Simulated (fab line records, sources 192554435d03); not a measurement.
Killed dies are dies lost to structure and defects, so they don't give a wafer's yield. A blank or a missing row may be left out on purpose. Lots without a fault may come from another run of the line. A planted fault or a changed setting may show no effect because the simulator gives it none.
Which tool did it? | flow n5_finfet | 11 lots, 32 wafers sampled, at 5 steps of a route of 1938

WHAT THE GAUGES READ, wafer by wafer
N5_BEOL_M7_OVL_MEAS_12. Usual: M7_OVL 0.2 nm, standard deviation 0.75.
lot  | measured     | on         | M7_OVL (nm)   | flag
L352 | day 10 11:37 | overlay-01 | -0.5 0.3 -1.2 |
L349 | day 10 14:40 | overlay-01 | 0.5 0.6       |
L351 | day 10 14:43 | overlay-01 | 0.2 0.5 1.4   |
L354 | day 11 12:44 | overlay-01 | -0.2 -0.5 0.2 |
L356 | day 11 22:33 | overlay-02 | 1.5 -0.6 0.4  |
L355 | day 12 05:50 | overlay-01 | 0.8 -1.4 0.0  |
L363 | day 14 07:20 | overlay-01 | 7.1 7.0 6.2   | OFF
L364 | day 14 11:55 | overlay-02 | 6.2 6.1 6.7   | OFF
L367 | day 14 22:41 | overlay-02 | 0.3 0.4 0.6   |
L368 | day 14 22:56 | overlay-02 | 1.5 1.7 1.0   |
L372 | day 15 06:55 | overlay-01 | -0.9 0.0 -0.8 |

N5_BEOL_M7_INSPECT_13: inspects for defects (brightfield). Usual: raw_defect_count 421, standard deviation 110.
lot  | measured     | on                | raw_defect_count | flag
L352 | day 10 11:38 | defect_inspect-02 | 381 441 493      |
L349 | day 10 14:41 | defect_inspect-02 | 391 305          |
L351 | day 10 14:44 | defect_inspect-02 | 390 421 341      |
L354 | day 11 12:46 | defect_inspect-02 | 372 326 334      |
L356 | day 11 22:34 | defect_inspect-02 | 540 360 444      |
L355 | day 12 05:52 | defect_inspect-02 | 388 313 380      |
L363 | day 14 07:21 | defect_inspect-02 | 264 411 348      |
L364 | day 14 11:56 | defect_inspect-02 | 345 232 366      |
L367 | day 14 22:43 | defect_inspect-02 | 397 430 335      |
L368 | day 14 22:58 | defect_inspect-02 | 622 540 547      |
L372 | day 15 06:57 | defect_inspect-02 | 605 333 336      |

WHICH TOOL RAN EACH LOT (tool, then ch and the chambers of the sampled wafers, then the start)
lot  | N5_BEOL_M6_CMP_52             | N5_BEOL_M7_CURE_74            | N5_BEOL_M7_EXPOSE_08
L352 | cmp-03 ch 1,2,3, day 10 09:04 | uv_cure-02 ch 0, day 10 09:38 | arfi_scanner-02 ch 0, day 10 11:28
L349 | cmp-03 ch 1,2, day 10 11:55   | uv_cure-02 ch 2, day 10 12:40 | arfi_scanner-03 ch 0, day 10 14:32
L351 | cmp-03 ch 2,3, day 10 12:19   | uv_cure-01 ch 1, day 10 13:01 | arfi_scanner-03 ch 0, day 10 14:34
L354 | cmp-03 ch 1,2,3, day 11 09:58 | uv_cure-02 ch 0, day 11 10:31 | arfi_scanner-01 ch 0, day 11 12:35
L356 | cmp-04 ch 0,1,2, day 11 18:56 | uv_cure-02 ch 2, day 11 19:29 | arfi_scanner-03 ch 0, day 11 22:23
L355 | cmp-04 ch 0,2, day 12 03:16   | uv_cure-01 ch 2, day 12 04:02 | arfi_scanner-01 ch 0, day 12 05:40
L363 | cmp-02 ch 0,1,3, day 14 05:02 | uv_cure-03 ch 0, day 14 05:31 | arfi_scanner-03 ch 0, day 14 07:10
L364 | cmp-03 ch 0,3, day 14 08:35   | uv_cure-01 ch 0, day 14 09:17 | arfi_scanner-03 ch 0, day 14 11:46
L367 | cmp-03 ch 0,1,2, day 14 19:26 | uv_cure-02 ch 2, day 14 19:57 | arfi_scanner-01 ch 0, day 14 22:31
L368 | cmp-04 ch 0,1,3, day 14 20:42 | uv_cure-01 ch 0, day 14 21:35 | arfi_scanner-02 ch 0, day 14 22:47
L372 | cmp-02 ch 0,1,2, day 15 04:37 | uv_cure-02 ch 0, day 15 05:10 | arfi_scanner-02 ch 0, day 15 06:46
- N5_BEOL_M6_CMP_52: polishes, stops on SiCOH lowk, t overpolish 6.9 s, target thk 80 nm.
- N5_BEOL_M7_CURE_74: cures SiCOH lowk, time 240 s.
- N5_BEOL_M7_EXPOSE_08: exposes mask M7.

WHAT THE TOOLS THEMSELVES READ (means of the sampled wafers that have a number; where no wafer has one, the mark that the record gives instead)
N5_BEOL_M6_CMP_52. Usual: barrier_field_endpoint_s 29.1 s, standard deviation 0.85; motor_current_A 6.1 A, standard deviation 0.71; overpolish_run_s 6.900 s, standard deviation 0.0093; slurry_filter_dp_kPa 13.51 kPa, standard deviation 0.14; time_to_endpoint_s 62 s, standard deviation 4.
lot  | tool   | barrier_field_endpoint_s (s) | motor_current_A (A) | overpolish_run_s (s) | slurry_filter_dp_kPa (kPa) | time_to_endpoint_s (s) | flag
L352 | cmp-03 | 28.8                         | 6.1                 | 6.896                | 13.42                      | 65                     |
L349 | cmp-03 | 28.5                         | 5.8                 | 6.893                | 13.55                      | 60                     |
L351 | cmp-03 | 28.4                         | 5.9                 | 6.903                | 13.61                      | 59                     |
L354 | cmp-03 | 27.9                         | 5.9                 | 6.894                | 13.41                      | 55                     |
L356 | cmp-04 | 28.6                         | 6.1                 | 6.892                | 13.47                      | 62                     |
L355 | cmp-04 | 28.5                         | 5.8                 | 6.896                | 13.44                      | 61                     |
L363 | cmp-02 | 29.4                         | 5.9                 | 6.900                | 13.57                      | 63                     |
L364 | cmp-03 | 29.6                         | 5.2                 | 6.902                | 13.52                      | 64                     |
L367 | cmp-03 | 28.8                         | 5.6                 | 6.897                | 13.45                      | 63                     |
L368 | cmp-04 | 29.4                         | 6.3                 | 6.904                | 13.39                      | 63                     |
L372 | cmp-02 | 29.3                         | 6.4                 | 6.899                | 13.62                      | 65                     |

N5_BEOL_M7_CURE_74. Usual: lamp_power_pct 52.32 %, standard deviation 0.053; wafer_temp_C_max 386.6, standard deviation 0.43.
lot  | tool       | lamp_power_pct (%) | wafer_temp_C_max | flag
L352 | uv_cure-02 | 52.31              | 386.9            |
L349 | uv_cure-02 | 52.29              | 387.1            |
L351 | uv_cure-01 | 52.29              | 386.6            |
L354 | uv_cure-02 | 52.32              | 386.6            |
L356 | uv_cure-02 | 52.33              | 386.9            |
L355 | uv_cure-01 | 52.34              | 386.4            |
L363 | uv_cure-03 | 52.34              | 386.9            |
L364 | uv_cure-01 | 52.33              | 386.5            |
L367 | uv_cure-02 | 52.41              | 387.5            |
L368 | uv_cure-01 | 52.32              | 386.5            |
L372 | uv_cure-02 | 52.33              | 386.6            |

N5_BEOL_M7_EXPOSE_08. Usual: exposure_dose_mJ_cm2 68.23, standard deviation 0.064; focus_offset_nm 0.0 nm, standard deviation 0.57.
lot  | tool            | exposure_dose_mJ_cm2 | focus_offset_nm (nm) | flag
L352 | arfi_scanner-02 | 68.23                | -0.4                 |
L349 | arfi_scanner-03 | 68.19                | -0.8                 |
L351 | arfi_scanner-03 | 68.32                | 0.3                  |
L354 | arfi_scanner-01 | 68.14                | 0.2                  |
L356 | arfi_scanner-03 | 68.23                | 0.3                  |
L355 | arfi_scanner-01 | 68.18                | -0.5                 |
L363 | arfi_scanner-03 | 68.24                | 0.4                  |
L364 | arfi_scanner-03 | 68.33                | -0.0                 |
L367 | arfi_scanner-01 | 68.13                | -0.5                 |
L368 | arfi_scanner-02 | 68.21                | -0.2                 |
L372 | arfi_scanner-02 | 68.30                | -0.5                 |

THE ANSWER, worked out from the rows above alone
Rule: a lot is off if the mean of its wafers that have a number lies more than 3 standard deviations from the usual mean. A lot without any number at a reading at which 4 lots or more have one is off too. The other lots that the step has rows for count as sound. The gauges are gone through in route order, then the tools' own readings, and for those a lot's mean is taken as printed above. The first step at which some lot is off is used, and at that step the reading that is off furthest; a lot without a number counts as furthest.
Off: L363, L364, at N5_BEOL_M7_OVL_MEAS_12 (M7_OVL).
A tool fits if, at a process step before that reading, it ran every lot that is off, and no sound lot after the first of them. The gauges at N5_BEOL_M7_OVL_MEAS_12 are tried like those tools. One fits: arfi_scanner-03 at N5_BEOL_M7_EXPOSE_08. Its last sound lot is L356 (day 11 22:23), its first lot that is off L363 (day 14 07:10): a fault that began between those two fits.

WHAT THE SIMULATOR HAD PUT IN
Scanner matching overlay: arfi_scanner-03, from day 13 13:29 on, at N5_BEOL_M7_EXPOSE_08. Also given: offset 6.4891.
Lots struck among those shown: L363, L364. The rule above found the same.
